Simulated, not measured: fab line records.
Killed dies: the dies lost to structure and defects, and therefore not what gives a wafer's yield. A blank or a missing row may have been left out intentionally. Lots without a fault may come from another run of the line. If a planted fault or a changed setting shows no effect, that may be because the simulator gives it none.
fab line records    flow n5-finfet
[record] lots = 5  wafers = 12  last-day = 15
route steps=1938 shown BEOL_M12@1647 BEOL_M13@1659 PASSIVATION@1936
lots with no fault: from the same line, run without faults
start-h: hours from the record's first day to the start of the lot's first wafer shown    wait-h: hours elapsed since this lot's preceding step    " same as the row above    L1.1+2: a row that stands for several wafers    - no value present, or no start provided    * or withheld: withheld    < > ~ a bound
route shown NAME@n: names a module that has steps shown in the file, with the first one's number in the route    usual: mean/standard deviation of fault-free wafers    same: alike in all rows    chamber/n: place in a boat    sites: readings site by site    _std_site: the values' standard deviation    _edge_site: inner sites' mean taken away from outer sites' mean    radius-mm: for every site, how far away it sits from the centre of the wafer    mask NAME#n: copy n    behind: the last tool/chamber to shape the wafer    hold: why the lot went on hold/how many hours it stayed there/how the hold came to an end    device: the transistor (n, p or np) that didn't switch    end of line: the route-end tests of the same wafers    a step without rows: its recipe alone    killed: dies that structure and defects cost at the first sort, which is not the same as the wafer's yield    map: a wafer's dies, marking killed ones x, the rest . and places with no die _
set.NAME: setting as actually run; set.NAME@STEP: the setting as run at that earlier step    model.NAME: the simulator's own value behind a step, which no gauge read
lots seen at some steps along the route; tables by step, rows by wafer
services: the hour from which a tool's chamber was out of use, counted from the record's first day as start-h (under 0 if before that day), plus the number of hours and why
[[steps]]
[step N5_BEOL_M12_PRE_CLEAN_42]
[recipe] gas = H2/He  time-s = 30  temp-c = 250
[step N5_BEOL_M12_SPUTTER_43]
[recipe] material = TaN  target-thk-a = 150  temp-c = 50  bias-v = 168.6  power-w = 15000  chamber-pressure-pa = 0.12  time-s = 24.19
[step N5_BEOL_M12_SPUTTER_44]
[recipe] material = Ta  target-thk-a = 100  temp-c = 50  bias-v = 80  power-w = 15000  chamber-pressure-pa = 0.07  time-s = 16.13
[step N5_BEOL_M12_SPUTTER_45]
[recipe] material = Cu  target-thk-a = 800  temp-c = -20  bias-v = 60  power-w = 26000  chamber-pressure-pa = 0.13  time-s = 13.33
[step N5_BEOL_M12_ECD_47]
[recipe] material = Cu  target-thk-a = 7200
[step N5_BEOL_M12_ANNEAL_48]
[recipe] temp-c = 225  time-s = 90  ambient = N2
[step N5_BEOL_M12_CMP_49]
[recipe] stop-on = SiOC  t-overpolish-s = 20.6  down-force-psi = 1  platen-rpm = 50  clearing-platen-down-force-psi = 1.5  clearing-platen-rpm = 50  post-cmp-clean = cu-alkaline  target-thk-nm = 320  clearing-platen-pad-velocity-m-s = 0.99484  pad-velocity-m-s = 0.99484
[step N5_BEOL_M12_PRE_CLEAN_52]
[recipe] gas = NH3  time-s = 15  temp-c = withheld  rf-power-w = 300
[step N5_BEOL_M12_DEP_53]
[recipe] material = SiCN  target-thk-a = 300  temp-c = withheld  precursor = 3MS/NH3  pressure-torr = 3  rf-w = 675  time-s = 10.5
[step N5_BEOL_M13_ILD_DEP_00]
[recipe] material = SiOC  target-thk-a = 8379.2  temp-c = 350  precursor = DEMS/O2  pressure-torr = 5  rf-w = 500  time-s = 166.4
[usual] heater-power-w = 516/110  run-length-s = 211.4/0.46  showerhead-plenum-p-Torr = 5.701/0.011  throttle-valve-pct = 11.6/0.42
lot.wafer  tool      chamber  start-h  wait-h  heater-power-w  run-length-s  showerhead-plenum-p-Torr  throttle-valve-pct  model.SiOC_of_BEOL_M13_ILD_DEP_00.thk-nm
L548.2     pecvd-01  2        289.49   0.0     417             211.6         5.711                     11.2                826
L548.4     "         2        "        "       461             211.7         5.698                     11.5                847.4
L548.5     "         1        "        "       556             211.2         5.712                     12.6                827.8
L553.5     pecvd-01  0        311.71   0.1     709             202.9         5.683                     11.3                791.2
L553.6     "         1        "        "       562             211.6         5.710                     12.3                830.2
L550.1     pecvd-02  2        315.64   0.0     595             211.1         5.697                     11.1                820.6
L550.2     "         0        "        "       550             211.3         5.693                     11.9                834.6
L550.3     "         1        "        "       339             211.7         5.708                     11.5                828.4
L554.5     pecvd-01  1        324.99   0.1     581             202.5         5.699                     12.3                782.4
L554.6     "         2        "        "       458             211.9         5.706                     11.8                850.2
L556.5     pecvd-01  0        340.04   0.1     698             202.9         5.689                     11.5                795.4
L556.6     "         2        "        "       435             212.2         5.696                     11.4                847.6
[step N5_BEOL_M13_THK_MEAS_01]
[recipe] reads = SiOC_of_BEOL_M13_ILD_DEP_00
[usual] M13_ILD_THK = 832/12
lot.wafer  tool           chamber  start-h  wait-h  M13_ILD_THK[nm]
L548.2     film-metro-01  -        289.64   0.1     826
L548.4     "              -        "        "       848
L548.5     "              -        "        "       828
L553.5     film-metro-02  -        311.81   0.0     791
L553.6     "              -        "        "       831
L550.1     film-metro-01  -        315.85   0.2     820
L550.2     "              -        "        "       834
L550.3     "              -        "        "       828
L554.5     film-metro-02  -        325.09   0.0     782
L554.6     "              -        "        "       850
L556.5     film-metro-02  -        340.14   0.0     795
L556.6     "              -        "        "       847
[step N5_BEOL_M13_COAT_58]
[recipe] resist = BARC  temp-c = 205  time-s = 60  spin-rpm = 1500  resist-thk-nm = 89
[step N5_BEOL_M13_COAT_04]
[recipe] spin-rpm = 1625  resist-thk-nm = 400
[step N5_BEOL_M13_EBR_06]
[recipe] solvent = PGMEA  ebr-width-mm = 1.5
[step N5_BEOL_M13_SOFTBAKE_05]
[recipe] temp-c = 130  time-s = 60
[step N5_BEOL_M13_EXPOSE_07]
[recipe] mask-id = V12  na = 0.93  source-shape = conventional  sigma-outer = 0.6  polarization = unpolarized  attpsm-phase-deg = 180  dose-mj = 24.8
[step N5_BEOL_M13_PEB_08]
[recipe] peb-temp-c = 130  peb-time-s = 90
[step N5_BEOL_M13_DEVELOP_09]
[recipe] develop-time-s = 45  rinse-liquid = diw  dry = air-spin  dev-temp-c = 21
[step N5_BEOL_M13_HARDBAKE_14]
[recipe] temp-c = 130  time-s = 120
[step N5_BEOL_M13_DESCUM_15]
[recipe] chemistry = O2  time-s = 7.9  source-power-w = 50  bias-power-w = 20  pressure-mtorr = 20  rf-frequency-hz = 2.712e+07  temp-c = 40  o2-flow-sccm = 225
[step N5_BEOL_M13_ETCH_59]
[recipe] chemistry = N2/H2  target = BARC  target-depth-a = 890  overetch-a = 267  time-s = 67.9  ion-energy-ev = 200  pressure-mtorr = 30  source-w = 840  bias-w = 150  n2-flow-sccm = 200  h2-flow-sccm = 200
[step N5_BEOL_M13_VIA_ETCH_16]
[recipe] chemistry = C4F8/O2/Ar  target = SiOC  pressure-mtorr = 30  source-w = 3000  bias-w = 700  Ar_flow_sccm = 400  C4F8_flow_sccm = 15  O2_flow_sccm = 8  he-inner-torr = 15  he-outer-torr = 30  target-depth-a = 9217  time-s = withheld  ion-energy-ev = 250  ends = cleared
[usual] drypump-motor-current-A = 5.9/0.45  he-outer-torr = 30.01/0.056  oes-product-au = 0.70/0.078  rf-vpp-V = 664/4.2  showerhead-plenum-p-Torr = 3.39/0.14  throttle-valve-pct = 24.28/0.24
lot.wafer  tool         chamber  start-h  wait-h  drypump-motor-current-A  he-outer-torr  oes-product-au  rf-vpp-V  showerhead-plenum-p-Torr  throttle-valve-pct  model.etch.depth-nm  model.coat_of_BEOL_M13_COAT_04.thk-nm
L548.2     rie-diel-06  0        290.24   0.0     6.5                      29.99          0.64            661       3.26                      23.92               826                  69.2
L548.4     "            1        "        "       6.5                      29.99          0.76            672       3.61                      24.27               847.4                67.8
L548.5     "            0        "        "       6.5                      30.06          0.65            661       3.26                      23.93               827.8                69.2
L553.5     rie-diel-06  1        312.39   0.1     6.5                      30.01          0.75            670       3.60                      24.27               791.1                85.6
L553.6     "            0        "        "       6.5                      29.98          0.66            660       3.26                      23.94               830.2                71
L550.1     rie-diel-01  1        316.45   0.0     5.5                      30.07          0.79            666       3.49                      24.36               820.6                74.4
L550.2     "            0        "        "       5.5                      30.03          0.87            664       3.38                      24.23               834.6                71.8
L550.3     "            2        "        "       5.4                      29.95          0.62            668       3.51                      24.37               828.4                76.4
L554.5     rie-diel-06  3        326.03   0.1     5.9                      30.01          0.67            655       3.17                      23.99               782.4                86.8
L554.6     "            0        "        "       6.5                      30.04          0.65            662       3.25                      23.95               850.3                62.6
L556.5     rie-diel-01  2        340.72   0.1     5.4                      29.98          0.62            669       3.51                      24.36               795.4                86.8
L556.6     "            1        "        "       5.5                      29.99          0.78            666       3.48                      24.37               847.6                67.6
[step N5_BEOL_M13_STRIP_63]
[recipe] chemistry = N2/H2  power-w = 1000  temp-c = 250  h2-frac = 0.65  overash-fraction = 0.3  pressure-mtorr = 1000  n2-flow-sccm = 1750  h2-flow-sccm = 3250
[usual] drypump-motor-current-A = 5.53/0.18  heater-power-w = 341/29  n2-flow-sccm = 1749/5.3  oes-product-au = 0.675/0.0049  strip-time-to-endpoint-s = 28.2/1.2  temp-c = 249.99/0.19
lot.wafer  tool             chamber  start-h  wait-h  drypump-motor-current-A  heater-power-w  n2-flow-sccm  oes-product-au  rf-hours-counter-h  strip-time-to-endpoint-s  temp-c
L548.2     plasma-asher-02  1        290.48   -       5.58                     350             1745          0.672           128                 27.4                      249.84
L548.4     "                1        "        "       5.57                     359             1735          0.677           -                   27.0                      250.12
L548.5     "                0        "        "       5.65                     336             1751          0.666           -                   27.4                      249.81
L553.5     plasma-asher-01  1        312.56   -       5.70                     304             1747          0.678           -                   32.2                      250.14
L553.6     "                0        "        "       5.27                     381             1751          0.675           -                   27.9                      249.82
L550.1     plasma-asher-01  0        316.69   -       5.27                     376             1747          0.674           85                  29.0                      249.85
L550.2     "                1        "        "       5.68                     299             1751          0.668           85                  28.2                      250.38
L550.3     "                0        "        "       5.27                     385             1746          0.676           -                   29.6                      249.81
L554.5     plasma-asher-02  1        326.19   -       5.56                     346             1755          0.671           -                   32.5                      250.25
L554.6     "                0        "        "       5.64                     334             1743          0.676           -                   25.5                      249.69
L556.5     plasma-asher-01  1        340.89   -       5.70                     303             1757          0.688           -                   32.5                      249.79
L556.6     "                0        "        "       5.29                     370             1744          0.673           -                   27.0                      250.03
[step N5_BEOL_M13_STRIP_64]
[recipe] chemistry = N2/H2  power-w = 1000  temp-c = 250  h2-frac = 0.65  overash-fraction = 0.3  pressure-mtorr = withheld  n2-flow-sccm = 1750  h2-flow-sccm = 3250
[step N5_BEOL_M13_STRIP_71]
[recipe] chemistry = post-etch-residue-remover  time-s = 60  temp-c = 25  remover-ph = withheld  remover-water-wt-pct = withheld  remover-fluoride-wt-pct = withheld
[step N5_BEOL_M13_SRD_72]
[recipe] time-s = 30  temp-c = 23  rinse-liquid = diw  dry = n2-spin  spin-rpm = 1500  dry-time-s = 30
[step N5_BEOL_M13_COAT_65]
[recipe] resist = SOC  temp-c = 250  time-s = 60  spin-rpm = 1500  resist-thk-nm = 350
[step N5_BEOL_M13_COAT_66]
[recipe] resist = SiARC  temp-c = 220  time-s = 60  spin-rpm = 1500  resist-thk-nm = 110
[step N5_BEOL_M13_COAT_22]
[recipe] spin-rpm = 2888  resist-thk-nm = 300
[step N5_BEOL_M13_EBR_24]
[recipe] solvent = PGMEA  ebr-width-mm = 1.5
[step N5_BEOL_M13_SOFTBAKE_23]
[recipe] temp-c = 130  time-s = 60
[step N5_BEOL_M13_EXPOSE_25]
[recipe] mask-id = M13  na = 0.93  source-shape = conventional  sigma-outer = 0.4  polarization = unpolarized  target-cd-nm = 210  dose-mj = 22
[step N5_BEOL_M13_PEB_26]
[recipe] peb-temp-c = 130  peb-time-s = 90
[step N5_BEOL_M13_DEVELOP_27]
[recipe] develop-time-s = 45  rinse-liquid = diw  dry = air-spin  dev-temp-c = 21
[step N5_BEOL_M13_HARDBAKE_32]
[recipe] temp-c = 130  time-s = 120
[step N5_BEOL_M13_CMP_49]
[recipe] stop-on = SiOC  t-overpolish-s = 17.1  down-force-psi = 1  platen-rpm = 50  clearing-platen-down-force-psi = 1.5  clearing-platen-rpm = 50  post-cmp-clean = cu-alkaline  target-thk-nm = 420  clearing-platen-pad-velocity-m-s = 0.99484  pad-velocity-m-s = 0.99484
[usual] motor-current-A = 6.0/0.68  retaining-ring-pressure-frac = 0.999/0.0051
lot.wafer  tool    chamber  start-h  wait-h  motor-current-A  retaining-ring-pressure-frac  model.SiOC_of_BEOL_M13_ILD_DEP_00.thk-nm
L548.2     cmp-01  1        294.60   0.2     5.3              1.001                         769.6
L548.4     "       3        "        "       6.6              1.001                         790.6
L548.5     "       0        "        "       6.6              0.996                         770.2
L553.6     cmp-02  2        315.99   0.3     4.8              1.000                         774
L553.5     "       3        "        "       6.4              1.000                         733.2
L550.1     cmp-04  0        324.15   0.3     5.9              0.999                         764.2
L550.3     "       1        "        "       6.0              1.003                         772
L550.2     "       2        "        "       5.7              0.998                         776.6
L554.5     cmp-02  1        332.71   0.2     7.0              1.003                         725.6
L554.6     "       2        "        "       4.8              0.990                         791
L556.5     cmp-01  0        344.87   0.2     6.7              1.000                         738.4
L556.6     "       1        "        "       5.2              1.000                         787.4
[step N5_PASSIVATION_PROBE_49]
[usual] defect-limited-yield = 91.2/1.6  killed_at_M0_to_M3 = 34/11  killed_at_M4_up = 13/5.2  killed-at-contacts = 13/6.3  killed-at-front-end = 40/14  killed-at-other = 3.2/2.4  killed-dies = 104/19  killed-open = 69/14  killed-short = 32/7.5  sort_bin_5_function = 5.3/1.1  sort_bin_6_memory = 3.2/0.73  sort-n-pass = 1076/19  sort-yield-pct = 91.2/1.6
[same] gross-dies = 1180  killed-at-back-side = 0  sort_bin_4_leakage[%] = 0  sort_bin_8_speed[%] = 0
lot.wafer  tool       chamber  start-h  wait-h  defect-limited-yield[%]  killed_at_M0_to_M3  killed_at_M4_up  killed-at-contacts  killed-at-front-end  killed-at-other  killed-dies  killed-open  killed-short  sort_bin_5_function[%]  sort_bin_6_memory[%]  sort-n-pass  sort-yield-pct[%]
L553.5     prober-02  -        347.60   0.2     87.1                     39                  15               15                  80                   3                152          107          38            8.1                     4.1                   1028         87.1
L553.6     prober-02  -        347.65   0.3     87.4                     48                  23               15                  63                   0                149          99           46            7.0                     5.3                   1031         87.4
L556.5     prober-01  -        369.56   0.2     90.7                     32                  17               16                  36                   9                110          74           32            5.6                     3.4                   1070         90.7
L556.6     prober-01  -        369.61   0.3     90.9                     39                  15               16                  32                   5                107          61           40            5.2                     3.5                   1073         90.9
// killed by level:class
L553.5 STI_FIN_REVEAL:geometric-particle:open=33 MOL_CONTACT_COAG:geometric-particle:open=13 FIN_SAQP:geometric-particle:open=12 BEOL_M0_SAQP:geometric-particle:short=11 BEOL_M0_SAQP:geometric-particle:open=9 BEOL_M4:geometric-particle:open=9 STI_FIN_REVEAL:geometric-particle:short=7 BEOL_M3:geometric-particle:open=6
L553.6 STI_FIN_REVEAL:geometric-particle:open=15 FIN_SAQP:geometric-particle:open=13 MOL_CONTACT_COAG:geometric-particle:open=12 BEOL_M4:geometric-particle:open=12 FIN_SAQP:geometric-particle:short=9 BEOL_M2:geometric-particle:open=9 BEOL_M0:geometric-particle:open=7 BEOL_M0_SAQP:geometric-particle:open=7
L556.5 MOL_CONTACT_COAG:geometric-particle:open=11 DUMMY_GATE:geometric-particle:open=8 FIN_SAQP:geometric-particle:open=7 BEOL_M4:geometric-particle:open=7 BEOL_M0_SAQP:geometric-particle:open=6 BEOL_M3:geometric-particle:open=5 FIN_SAQP:geometric-particle:short=4 STI_FIN_REVEAL:geometric-particle:open=4
L556.6 MOL_CONTACT_COAG:geometric-particle:open=10 STI_FIN_REVEAL:geometric-particle:open=10 BEOL_M0_SAQP:geometric-particle:open=9 BEOL_M0_SAQP:geometric-particle:short=9 BEOL_M2:geometric-particle:short=8 MOL_CONTACT_COAG:geometric-particle:short=6 BEOL_M2:geometric-particle:open=6 GATE_CUT:geometric-particle:short=4
[[services]]
tool             chamber  start-h  hours  kind
rie-diel-01      0        267.70   -      clean
rie-diel-01      0        267.70   -      consumable-replace:focus-ring
rie-diel-01      0        267.70   39.1   scheduled-down
rie-diel-01      0        267.70   39.1   vent-cycle
cmp-01           -        267.77   4.0    pm
cmp-01           -        271.77   -      consumable-replace:conditioner
cmp-01           -        271.77   -      consumable-replace:pad
cmp-02           -        271.79   4.5    repair
pecvd-02         2        289.50   2.1    scheduled-down
rie-diel-01      1        293.98   4.3    repair
pecvd-02         1        294.98   5.5    scheduled-down
cmp-04           -        301.98   4.0    pm
cmp-04           -        305.98   -      consumable-replace:conditioner
cmp-04           -        305.98   -      consumable-replace:pad
cmp-01           -        324.78   0.4    repair
plasma-asher-02  -        327.49   2.1    repair
rie-diel-01      -        333.66   2.8    pm
[[key]]
[first-sign] step = N5_BEOL_M13_ILD_DEP_00  reading = run-length-s  direction = down  sigmas = 19  usual = *  struck = *
[effect] step = N5_BEOL_M13_THK_MEAS_01  reading = M13_ILD_THK  direction = down  sigmas = 3.7  usual = 832  struck = 790
[effect] step = N5_BEOL_M13_STRIP_63  reading = strip-time-to-endpoint-s  direction = up  sigmas = 3.4  usual = *  struck = *
[model-effect] step = N5_BEOL_M13_ILD_DEP_00  value = SiOC_of_BEOL_M13_ILD_DEP_00.thk-nm  without = 834.7  struck = 789.7
[model-effect] step = N5_BEOL_M13_VIA_ETCH_16  value = etch.depth-nm  without = 834.7  struck = 789.6
[model-effect] step = N5_BEOL_M13_CMP_49  value = SiOC_of_BEOL_M13_ILD_DEP_00.thk-nm  without = 777.4  struck = 732.4
met-at N5_BEOL_M13_ILD_DEP_00
struck-wafers L553.5,L554.5,L556.5
onset-between 289.49 311.71
[fault] kind = process-parameter-drift  tool = pecvd-01  chamber = -  onset-h = 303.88  steps = N5_BEOL_M13_ILD_DEP_00  channel = time-s  offset = *  shape = step  end-h = 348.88  scope = struck-wafers-only  acts-in = *  stated = *
